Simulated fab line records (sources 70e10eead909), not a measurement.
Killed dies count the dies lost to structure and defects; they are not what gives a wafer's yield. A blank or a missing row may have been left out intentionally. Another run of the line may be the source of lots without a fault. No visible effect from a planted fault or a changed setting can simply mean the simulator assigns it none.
The tool behind it: which one?	flow nand_harc	24 lots with 72 wafers sampled at 6 steps, on a route of 1159 steps

== WHAT EACH GAUGE READ, for each wafer ==
The record lacks any reading of a measuring or inspecting step that a usual standard deviation could be used to judge.

== TOOL THAT RAN EACH LOT (tool first, then ch and the chambers of the sampled wafers, then the start) ==
lot	NHARC_A_CONTACT_ETCH_50	NHARC_A_CONTACT_ETCH_119	NHARC_A_CONTACT_ETCH_122	NHARC_A_CONTACT_ETCH_126	NHARC_A_CONTACT_ETCH_89	NHARC_A_CONTACT_ETCH_30
L074	rie_diel-03 ch 0,1,3, day 16 10:59 or earlier	har_cap_etch-01 ch 0,1, day 16 10:59	har_cap_etch-01 ch 0,1, day 16 11:15	har_cap_etch-01 ch 0,1, day 16 17:19	rie_diel-03 ch 1,2, no start	rie_diel-03 ch 0,2,3, no start
L075	rie_diel-12 ch 1,2, day 16 15:26 or earlier	har_cap_etch-02 ch 0,1, day 16 15:26	har_cap_etch-02 ch 0,1, day 16 15:43	har_cap_etch-01 ch 0,1, day 16 23:01	rie_diel-08 ch 0,1,2, no start	rie_diel-08 ch 0,1,3, no start
L076	rie_diel-03 ch 0,3, day 17 08:46 or earlier	har_cap_etch-01 ch 0, day 17 08:46	har_cap_etch-01 ch 0, day 17 09:03	har_cap_etch-02 ch 0, day 17 15:07	rie_diel-12 ch 1,3, no start	rie_diel-12 ch 0,2, no start
L078	rie_diel-12 ch 0,1,2, day 17 13:19 or earlier	har_cap_etch-03 ch 0,1, day 17 13:19	har_cap_etch-03 ch 0,1, day 17 13:35	har_cap_etch-03 ch 0,1, day 17 19:56	rie_diel-03 ch 0,2, no start	rie_diel-03 ch 0,2, no start
L077	rie_diel-12 ch 0,2,3, day 17 17:53 or earlier	har_cap_etch-01 ch 0,1, day 17 17:53	har_cap_etch-01 ch 0,1, day 17 18:09	har_cap_etch-01 ch 0,1, day 18 00:14	rie_diel-12 ch 0,1,2, no start	rie_diel-12 ch 1,2,3, no start
L080	rie_diel-03 ch 0,1,3, day 18 01:30 or earlier	har_cap_etch-03 ch 0,1, day 18 01:30	har_cap_etch-03 ch 0,1, day 18 01:46	har_cap_etch-01 ch 0,1, day 18 10:16	rie_diel-03 ch 0,1,3, no start	rie_diel-03 ch 1,3, no start
L081	rie_diel-08 ch 0,3, day 18 03:46 or earlier	har_cap_etch-01 ch 0, day 18 03:46	har_cap_etch-01 ch 0, day 18 04:02	har_cap_etch-02 ch 0,1, day 18 12:53	rie_diel-12 ch 1,3, no start	rie_diel-12 ch 0,2,3, no start
L079	rie_diel-03 ch 1,2, day 18 07:46 or earlier	har_cap_etch-03 ch 0,1, day 18 07:46	har_cap_etch-03 ch 0,1, day 18 08:02	har_cap_etch-03 ch 0,1, day 18 15:07	rie_diel-08 ch 0,3, no start	rie_diel-08 ch 0,2,3, no start
L083	rie_diel-03 ch 0,2, day 18 18:22 or earlier	har_cap_etch-02 ch 0,1, day 18 18:22	har_cap_etch-02 ch 0,1, day 18 18:38	har_cap_etch-01 ch 0,1, day 19 00:29	rie_diel-08 ch 0,3, day 19 06:43 or earlier	rie_diel-03 ch 0,2,3, day 19 06:43
L082	rie_diel-03 ch 0,1,3, day 18 18:46 or earlier	har_cap_etch-03 ch 0,1, day 18 18:46	har_cap_etch-03 ch 0,1, day 18 19:02	har_cap_etch-02 ch 0,1, day 19 01:17	rie_diel-12 ch 1,2,3, no start	rie_diel-12 ch 2,3, no start
L084	rie_diel-03 ch 0,1,2, day 18 22:19 or earlier	har_cap_etch-02 ch 0,1, day 18 22:19	har_cap_etch-02 ch 0,1, day 18 22:35	har_cap_etch-03 ch 0,1, day 19 05:44	rie_diel-08 ch 1,2,3, no start	rie_diel-08 ch 0,2,3, no start
L085	rie_diel-03 ch 0,1,2, day 19 07:44 or earlier	har_cap_etch-01 ch 0,1, day 19 07:44	har_cap_etch-01 ch 0,1, day 19 08:01	har_cap_etch-03 ch 0,1, day 19 14:19	rie_diel-08 ch 2,3, no start	rie_diel-08 ch 0,2, no start
L086	rie_diel-12 ch 0,2, day 19 13:40 or earlier	har_cap_etch-01 ch 0,1, day 19 13:40	har_cap_etch-01 ch 0,1, day 19 13:56	har_cap_etch-03 ch 0,1, day 19 19:51	rie_diel-03 ch 0,2,3, no start	rie_diel-03 ch 0,1,2, no start
L087	rie_diel-03 ch 2,3, day 19 17:54 or earlier	har_cap_etch-02 ch 0,1, day 19 17:54	har_cap_etch-02 ch 0,1, day 19 18:10	har_cap_etch-03 ch 0,1, day 20 02:21	rie_diel-08 ch 1,2,3, no start	rie_diel-08 ch 0,1, no start
L088	rie_diel-08 ch 1,2, day 19 18:22 or earlier	har_cap_etch-01 ch 0,1, day 19 18:22	har_cap_etch-01 ch 0,1, day 19 18:38	har_cap_etch-01 ch 0,1, day 20 02:32	rie_diel-03 ch 1,2, no start	rie_diel-03 ch 0,2, no start
L090	rie_diel-03 ch 0,1, day 20 01:28 or earlier	har_cap_etch-01 ch 0,1, day 20 01:28	har_cap_etch-01 ch 0,1, day 20 01:44	har_cap_etch-03 ch 0,1, day 20 07:50	rie_diel-03 ch 0,2, no start	rie_diel-03 ch 0,2,3, no start
L089	rie_diel-03 ch 0,2,3, day 20 01:55 or earlier	har_cap_etch-02 ch 0,1, day 20 01:55	har_cap_etch-02 ch 0,1, day 20 02:12	har_cap_etch-01 ch 0,1, day 20 08:34	rie_diel-12 ch 0,2,3, no start	rie_diel-12 ch 0,1,2, no start
L091	rie_diel-03 ch 1,3, day 21 02:49 or earlier	har_cap_etch-03 ch 0,1, day 21 02:49	har_cap_etch-03 ch 0,1, day 21 03:05	har_cap_etch-01 ch 0,1, day 21 11:35	rie_diel-08 ch 0,1, no start	rie_diel-08 ch 1,2, no start
L092	rie_diel-12 ch 0,3, day 21 02:52 or earlier	har_cap_etch-01 ch 1, day 21 02:52	har_cap_etch-01 ch 1, day 21 03:08	har_cap_etch-02 ch 0,1, day 21 12:09	rie_diel-03 ch 1,2, no start	rie_diel-03 ch 0,2, no start
L094	rie_diel-12 ch 1,2, day 21 09:23 or earlier	har_cap_etch-02 ch 0,1, day 21 09:23	har_cap_etch-02 ch 0,1, day 21 09:44	har_cap_etch-01 ch 0,1, day 21 17:57	rie_diel-12 ch 0,1,3, no start	rie_diel-12 ch 0,1, no start
L093	rie_diel-08 ch 0,2, day 21 10:32 or earlier	har_cap_etch-03 ch 0,1, day 21 10:32	har_cap_etch-03 ch 0,1, day 21 10:49	har_cap_etch-03 ch 0,1, day 21 18:53	rie_diel-12 ch 0,1, no start	rie_diel-12 ch 0,2, no start
L096	rie_diel-08 ch 0,2, day 21 14:37 or earlier	har_cap_etch-03 ch 0,1, day 21 14:37	har_cap_etch-03 ch 0,1, day 21 14:53	har_cap_etch-03 ch 0,1, day 21 21:38	rie_diel-03 ch 0,1, no start	rie_diel-03 ch 0,2, no start
L095	rie_diel-03 ch 0,2,3, day 21 19:38 or earlier	har_cap_etch-02 ch 1, day 21 19:38	har_cap_etch-02 ch 1, day 21 20:08	har_cap_etch-01 ch 0, day 22 03:34	rie_diel-03 ch 0,1, no start	rie_diel-03 ch 0,1, no start
L097	rie_diel-08 ch 0,2,3, day 22 01:13 or earlier	har_cap_etch-02 ch 0,1, day 22 01:13	har_cap_etch-02 ch 0,1, day 22 01:42	har_cap_etch-03 ch 0,1, day 22 09:08	rie_diel-12 ch 1,2,3, no start	rie_diel-12 ch 0,1,2, no start
- NHARC_A_CONTACT_ETCH_50: etches the open film in CF4/CHF3, target depth 84.7 nm, time 42.4 s.
- NHARC_A_CONTACT_ETCH_119: etches the open film in C4F8/O2/Ar, time 94 s, target depth 922 nm.
- NHARC_A_CONTACT_ETCH_122: etches the open film in C4F8/O2/Ar, time 95 s, target depth 930 nm.
- NHARC_A_CONTACT_ETCH_126: etches the open film in C4F8/O2/Ar, time 155 s, target depth 956 nm.
- NHARC_A_CONTACT_ETCH_89: etches the open film in N2/H2, target depth 260 nm, time 475.3 s.
- NHARC_A_CONTACT_ETCH_30: etches the open film in CF4/CHF3, target depth 60.5 nm, time 30.2 s.

== AS READ BY THE TOOLS THEMSELVES (means over the sampled wafers that have a number; for cases with no such wafer, the mark the record gives instead) ==
NHARC_A_CONTACT_ETCH_50. Usual: bias_w 200.0 W, standard deviation 0.61; drypump_motor_current_A 5.9 A, standard deviation 0.41; oes_product_au 0.955 a.u., standard deviation 0.017; rf_vpp_V 370.2 V, standard deviation 2.2; showerhead_plenum_p_Torr 1.56 Torr, standard deviation 0.06; throttle_valve_pct 16.802 %, standard deviation 0.0096.
lot	tool	bias_w (W)	drypump_motor_current_A (A)	oes_product_au (a.u.)	rf_vpp_V (V)	showerhead_plenum_p_Torr (Torr)	throttle_valve_pct (%)	flag
L074	rie_diel-03	200.4	6.1	0.954	370.5	1.59	16.798	
L075	rie_diel-12	199.9	5.5	0.923	368.1	1.52	16.800	
L076	rie_diel-03	199.7	6.2	0.947	369.6	1.56	16.803	
L078	rie_diel-12	199.7	5.8	0.951	370.6	1.56	16.797	
L077	rie_diel-12	199.8	5.7	0.979	370.7	1.57	16.812	
L080	rie_diel-03	199.7	6.1	0.962	370.6	1.58	16.798	
L081	rie_diel-08	199.7	5.6	0.932	370.4	1.57	16.797	
L079	rie_diel-03	200.7	5.9	0.975	371.1	1.58	16.808	
L083	rie_diel-03	200.3	6.1	0.961	369.3	1.53	16.800	
L082	rie_diel-03	199.8	6.1	0.953	371.3	1.58	16.812	
L084	rie_diel-03	199.9	6.0	0.971	370.1	1.56	16.804	
L085	rie_diel-03	200.0	5.9	0.974	369.7	1.56	16.798	
L086	rie_diel-12	199.9	5.5	0.962	369.4	1.54	16.802	
L087	rie_diel-03	200.1	6.4	0.950	369.5	1.52	16.788	
L088	rie_diel-08	200.0	5.8	0.932	369.1	1.53	16.802	
L090	rie_diel-03	200.3	5.8	0.973	371.7	1.61	16.808	
L089	rie_diel-03	199.5	6.3	0.957	369.5	1.53	16.807	
L091	rie_diel-03	199.7	6.0	0.962	371.7	1.61	16.806	
L092	rie_diel-12	199.9	5.8	0.937	371.2	1.58	16.807	
L094	rie_diel-12	199.5	5.4	0.925	367.7	1.51	16.807	
L093	rie_diel-08	199.5	5.8	0.961	375.0	1.67	16.805	
L096	rie_diel-08	199.9	5.9	0.968	373.2	1.64	16.806	
L095	rie_diel-03	200.0	6.2	0.973	368.1	1.52	16.792	
L097	rie_diel-08	200.0	5.5	0.948	371.9	1.59	16.803	

NHARC_A_CONTACT_ETCH_89. Usual: bias_w 149.9 W, standard deviation 0.44; drypump_motor_current_A 5.8 A, standard deviation 0.41; oes_product_au 1.004 a.u., standard deviation 0.008; rf_vpp_V 429.5 V, standard deviation 2.6; showerhead_plenum_p_Torr 2.01 Torr, standard deviation 0.089; throttle_valve_pct 14.172 %, standard deviation 0.0091.
lot	tool	bias_w (W)	drypump_motor_current_A (A)	oes_product_au (a.u.)	rf_vpp_V (V)	showerhead_plenum_p_Torr (Torr)	throttle_valve_pct (%)	flag
L074	rie_diel-03	149.8	6.0	1.002	429.6	1.98	14.164	
L075	rie_diel-08	149.6	5.8	0.996	430.1	2.01	14.177	
L076	rie_diel-12	150.6	5.8	1.004	429.7	2.02	14.178	
L078	rie_diel-03	150.1	6.1	1.004	428.0	1.94	14.172	
L077	rie_diel-12	150.4	5.8	1.004	429.4	2.02	14.176	
L080	rie_diel-03	150.1	6.1	1.003	430.2	2.05	14.167	
L081	rie_diel-12	149.9	5.9	1.010	429.6	2.00	14.172	
L079	rie_diel-08	149.9	5.6	0.989	430.3	2.04	14.173	
L083	rie_diel-08	150.0	5.6	1.003	429.7	2.04	14.170	
L082	rie_diel-12	149.8	5.6	1.005	428.6	1.98	14.168	
L084	rie_diel-08	149.7	5.4	1.011	427.2	1.94	14.176	
L085	rie_diel-08	149.6	5.2	0.998	426.3	1.89	14.169	
L086	rie_diel-03	150.2	6.2	1.001	429.1	1.97	14.170	
L087	rie_diel-08	149.7	5.5	1.000	427.8	1.93	14.170	
L088	rie_diel-03	150.2	6.0	1.008	430.0	1.97	14.176	
L090	rie_diel-03	150.3	6.1	0.998	426.6	1.93	14.177	
L089	rie_diel-12	150.1	5.7	1.005	430.2	2.02	14.171	
L091	rie_diel-08	149.6	5.9	1.001	432.4	2.06	14.170	
L092	rie_diel-03	149.8	5.9	1.008	430.4	2.05	14.177	
L094	rie_diel-12	149.8	6.0	1.008	429.7	2.04	14.167	
L093	rie_diel-12	150.0	6.0	1.000	430.2	2.03	14.167	
L096	rie_diel-03	150.2	5.8	1.000	431.5	2.09	14.186	
L095	rie_diel-03	150.4	5.9	1.001	430.8	2.05	14.167	
L097	rie_diel-12	149.9	5.7	1.012	427.7	1.97	14.166	

NHARC_A_CONTACT_ETCH_30. Usual: bias_w 200.0 W, standard deviation 0.67; drypump_motor_current_A 5.8 A, standard deviation 0.42; oes_product_au 0.937 a.u., standard deviation 0.02; rf_vpp_V 369.8 V, standard deviation 2.2; showerhead_plenum_p_Torr 1.55 Torr, standard deviation 0.058; throttle_valve_pct 16.803 %, standard deviation 0.0093.
lot	tool	bias_w (W)	drypump_motor_current_A (A)	oes_product_au (a.u.)	rf_vpp_V (V)	showerhead_plenum_p_Torr (Torr)	throttle_valve_pct (%)	flag
L074	rie_diel-03	200.0	6.2	0.920	368.2	1.53	16.792	
L075	rie_diel-08	200.2	5.5	0.927	370.0	1.55	16.798	
L076	rie_diel-12	199.9	5.8	0.929	371.1	1.59	16.803	
L078	rie_diel-03	199.6	6.1	0.927	368.5	1.50	16.799	
L077	rie_diel-12	199.9	5.6	0.935	369.2	1.53	16.798	
L080	rie_diel-03	199.7	6.3	0.968	370.8	1.58	16.801	
L081	rie_diel-12	199.9	5.7	0.956	370.0	1.56	16.807	
L079	rie_diel-08	200.0	5.5	0.972	369.0	1.52	16.810	
L083	rie_diel-03	200.2	6.2	0.925	369.2	1.53	16.798	
L082	rie_diel-12	200.3	5.6	0.935	369.2	1.54	16.804	
L084	rie_diel-08	199.8	5.5	0.927	370.0	1.52	16.800	
L085	rie_diel-08	200.2	5.9	0.924	370.1	1.56	16.802	
L086	rie_diel-03	200.6	6.0	0.926	370.0	1.56	16.808	
L087	rie_diel-08	199.9	5.8	0.930	370.9	1.57	16.797	
L088	rie_diel-03	200.1	6.1	0.917	369.1	1.53	16.802	
L090	rie_diel-03	200.4	6.2	0.922	369.2	1.52	16.806	
L089	rie_diel-12	199.9	5.8	0.926	369.8	1.55	16.811	
L091	rie_diel-08	199.5	5.8	0.978	371.1	1.60	16.800	
L092	rie_diel-03	201.0	6.1	0.922	369.0	1.52	16.807	
L094	rie_diel-12	199.4	6.1	0.930	372.2	1.60	16.802	
L093	rie_diel-12	199.5	5.8	0.975	371.2	1.58	16.800	
L096	rie_diel-03	199.6	6.1	0.926	367.7	1.50	16.801	
L095	rie_diel-03	199.9	5.8	0.965	371.9	1.61	16.805	
L097	rie_diel-12	200.3	5.7	0.927	370.0	1.55	16.805	

== THE ANSWER, worked out from the rows above alone ==
Rule: take the mean of a lot's wafers that have a number; if it is more than 3 standard deviations from the usual mean, the lot is off. A lot without any number at a reading at which 4 lots or more have one is off too. Where the step has rows for the other lots, those lots are counted as sound. The gauges are gone through in route order, then the tools' own readings, and for those a lot's mean is taken as printed above. The first step at which some lot is off is used, and at that step the reading that is off furthest; a lot without a number counts as furthest.
No lot is off at any reading shown: from this, nothing can be told.

== WHAT HAD BEEN PUT IN BY THE SIMULATOR ==
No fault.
